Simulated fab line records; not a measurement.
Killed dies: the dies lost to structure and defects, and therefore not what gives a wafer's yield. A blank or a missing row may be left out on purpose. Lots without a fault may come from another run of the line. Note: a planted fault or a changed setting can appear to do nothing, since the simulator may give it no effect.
Chamber matching + flow n5_finfet + 4 sister chambers for N5_BEOL_M1_ETCH_70 on rie_diel-02
The step etches SOC in N2/H2, target depth 80 nm, overetch 16 nm, time 120 s. 8 wafers are shown with their chamber, then 11 later ones without.

## EACH WAFER AND ITS CHAMBER
| wafer  | chamber | drypump_motor_current_A (A) | showerhead_plenum_p_Torr (Torr) |
|--------|---------|-----------------------------|---------------------------------|
| L078.2 | 1       | 6.4                         | 2.53                            |
| L085.1 | 0       | 6.3                         | 2.52                            |
| L085.3 | 3       | 5.6                         | 2.68                            |
| L085.6 | 1       | 6.4                         | 2.52                            |
| L088.1 | 2       | 6.4                         | 2.57                            |
| L088.2 | 0       | 6.3                         | 2.51                            |
| L088.4 | 3       | 5.5                         | 2.68                            |
| L089.3 | 2       | 6.3                         | 2.57                            |

## WAFERS WHOSE CHAMBER IS MISSING
| wafer  | drypump_motor_current_A (A) | showerhead_plenum_p_Torr (Torr) |
|--------|-----------------------------|---------------------------------|
| L089.4 | 6.3                         | 2.51                            |
| L089.6 | 6.3                         | 2.51                            |
| L094.1 | 6.4                         | 2.51                            |
| L094.4 | 6.3                         | 2.51                            |
| L094.5 | 6.4                         | 2.51                            |
| L092.1 | 6.4                         | 2.51                            |
| L092.3 | 6.4                         | 2.57                            |
| L092.5 | 6.3                         | 2.51                            |
| L097.4 | 5.6                         | 2.67                            |
| L097.5 | 6.3                         | 2.51                            |
| L097.6 | 5.5                         | 2.67                            |

## WHICH CHAMBER EACH ONE RAN IN
| wafer  | from the rows above     | in truth |
|--------|-------------------------|----------|
| L089.4 | 0                       | 0        |
| L089.6 | 0                       | 0        |
| L094.1 | can't be placed: 0 or 1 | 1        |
| L094.4 | 0                       | 0        |
| L094.5 | can't be placed: 0 or 1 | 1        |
| L092.1 | can't be placed: 0 or 1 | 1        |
| L092.3 | 2                       | 2        |
| L092.5 | 0                       | 0        |
| L097.4 | 3                       | 3        |
| L097.5 | 0                       | 0        |
| L097.6 | 3                       | 3        |
Correctly placed: 8 of 11. From these rows, 3 cannot be placed; in 3 the true chamber is one of the candidates. 0 placed wrongly.
How it was worked out, from the rows above alone: a wafer's distance from a chamber is the root of the sum, over the readings, of the square of ((its reading less the chamber's mean) divided by the reading's scatter). If the next closest chamber is less than 2 further off than the closest, the wafer can't be placed; otherwise it belongs to the closest. The mean given for a chamber averages the wafers shown for that chamber. How the scatter is found: for the shown wafers, subtract from each reading the mean of its chamber, square and add these, divide the total by (wafers less chambers), then take the root.
